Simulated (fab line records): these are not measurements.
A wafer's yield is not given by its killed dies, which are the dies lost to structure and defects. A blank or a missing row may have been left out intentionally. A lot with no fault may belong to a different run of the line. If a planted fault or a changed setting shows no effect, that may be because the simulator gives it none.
Chamber matching    flow n5_finfet    cmp-01 running N5_DUMMY_GATE_CMP_04: 4 sister chambers
The step polishes a-Si. 22 wafers are shown with their chamber, then 11 later ones without.

== WAFERS PAIRED WITH THEIR CHAMBERS ==
wafer   chamber  motor_current_A (A)  time_to_endpoint_s (s)
L074.3  3        9.2                  11.5
L074.4  1        13.5                 12.3
L074.5  2        10.3                 11.0
L077.2  2        11.0                 10.9
L077.4  1        13.2                 14.4
L077.5  1        14.3                 12.6
L078.3  0        10.7                 16.5
L078.4  2        10.7                 13.7
L078.5  2        10.5                 16.2
L081.2  0        11.1                 12.8
L081.3  3        9.4                  12.6
L081.4  2        10.7                 12.4
L086.4  2        10.8                 12.0
L086.5  1        13.5                 14.7
L086.6  0        11.1                 12.7
L087.3  0        11.2                 15.8
L087.4  3        9.1                  15.4
L087.6  0        10.7                 17.3
L089.1  1        13.5                 13.8
L089.2  3        9.3                  12.8
L089.4  2        11.1                 12.2
L090.2  3        9.4                  13.1

SIGNATURES (means of the wafers above)
reading             chamber 0  chamber 1  chamber 2  chamber 3  scatter within a chamber
motor_current_A     10.960     13.600     10.729     9.280      0.282
time_to_endpoint_s  15.020     13.560     12.629     13.080     1.69
Rule: for each reading, subtract the chamber's mean from the wafer's reading, divide by that reading's scatter and square the result; add these up over the readings and take the root, which gives the wafer's distance from the chamber. If the next closest chamber is less than 2 further off than the closest, the wafer can't be placed; otherwise it belongs to the closest. The scatter: the root of (the sum of the squares of (reading less its chamber's mean) over the shown wafers, divided by (wafers less chambers)).

== WAFERS MISSING THEIR CHAMBER ==
wafer   motor_current_A (A)  time_to_endpoint_s (s)
L090.3  13.4                 14.5
L090.5  10.9                 10.8
L095.2  11.0                 11.1
L095.4  10.5                 13.3
L095.6  13.6                 13.9
L096.1  13.4                 15.2
L096.2  10.9                 14.8
L096.6  9.7                  15.2
L097.2  13.9                 15.2
L097.3  9.7                  15.1
L097.5  10.9                 14.1

== THE CHAMBER EACH PASSED THROUGH ==
wafer   from the rows above      in truth
L090.3  1                        1
L090.5  can't be placed: 2 or 0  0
L095.2  can't be placed: 2 or 0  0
L095.4  can't be placed: 2 or 0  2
L095.6  1                        1
L096.1  1                        1
L096.2  can't be placed: 0 or 2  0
L096.6  3                        3
L097.2  1                        1
L097.3  3                        3
L097.5  can't be placed: 0 or 2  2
6 of 11 placed correctly. Unplaceable from these rows: 5, with the true chamber sitting among the candidates in 5. Placed wrongly: 0.
